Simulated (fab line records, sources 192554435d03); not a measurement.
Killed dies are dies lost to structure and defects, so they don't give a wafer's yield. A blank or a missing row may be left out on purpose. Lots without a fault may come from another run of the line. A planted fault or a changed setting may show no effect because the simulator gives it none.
Chamber matching | flow n5_finfet | N5_DUMMY_GATE_CMP_04 on cmp-02: 4 sister chambers
The step polishes a-Si. 14 wafers are shown with their chamber, then 6 later ones without.

WAFERS WITH THEIR CHAMBER
wafer  | chamber | motor_current_A (A) | time_to_endpoint_s (s) | pad_life_wafers
L075.1 | 3       | 11.6                | 13.0                   | 1531
L075.4 | 2       | 8.9                 | 15.6                   | 1530
L076.2 | 2       | 8.9                 | 14.3                   | 1578
L076.3 | 3       | 11.7                | 11.4                   | 1579
L077.2 | 3       | 11.5                | 12.5                   | 1647
L077.4 | 1       | 8.9                 | 15.4                   | 1645
L081.3 | 1       | 8.5                 | 15.4                   | 1851
L082.1 | 0       | 10.0                | 12.9                   | 1903
L082.2 | 2       | 8.7                 | 13.5                   | 1905
L082.3 | 1       | 8.6                 | 15.3                   | 1904
L083.1 | 3       | 11.2                | 11.4                   | 1938
L083.3 | 2       | 8.0                 | 13.5                   | 1941
L083.4 | 1       | 8.6                 | 10.7                   | 1940
L087.1 | 2       | 8.9                 | 11.1                   | 2107

SIGNATURES (means of the wafers above)
reading            | chamber 0 | chamber 1 | chamber 2 | chamber 3 | scatter within a chamber
motor_current_A    | 10.000    | 8.650     | 8.680     | 11.500    | 0.289
time_to_endpoint_s | 12.900    | 14.200    | 13.600    | 12.075    | 1.7
pad_life_wafers    | 1903.00   | 1835.00   | 1812.20   | 1673.75   | 200
Rule: a wafer's distance from a chamber is the root of the sum, over the readings, of the square of ((its reading less the chamber's mean) divided by the reading's scatter). The wafer belongs to the nearest chamber; if the next one is less than 2 further off, it can't be placed. The scatter: the root of (the sum of the squares of (reading less its chamber's mean) over the shown wafers, divided by (wafers less chambers)).

WAFERS WITHOUT THEIR CHAMBER
wafer  | motor_current_A (A) | time_to_endpoint_s (s) | pad_life_wafers
L087.3 | 9.8                 | 12.9                   | 2109
L091.1 | 11.8                | 11.5                   | 108
L091.2 | 8.6                 | 12.4                   | 111
L097.1 | 8.1                 | 12.2                   | 348
L097.2 | 10.5                | 15.2                   | 351
L097.4 | 10.5                | 9.5                    | 350

WHICH CHAMBER EACH WENT THROUGH
wafer  | from the rows above          | in truth
L087.3 | 0                            | 0
L091.1 | 3                            | 3
L091.2 | can't be placed: 2 or 1 or 0 | 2
L097.1 | can't be placed: 2 or 1      | 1
L097.2 | can't be placed: 3 or 0      | 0
L097.4 | can't be placed: 3 or 0      | 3
Placed correctly: 2 of 6. Can't be placed from these rows: 4 (the true chamber is among the candidates in 4). Placed wrongly: 0.
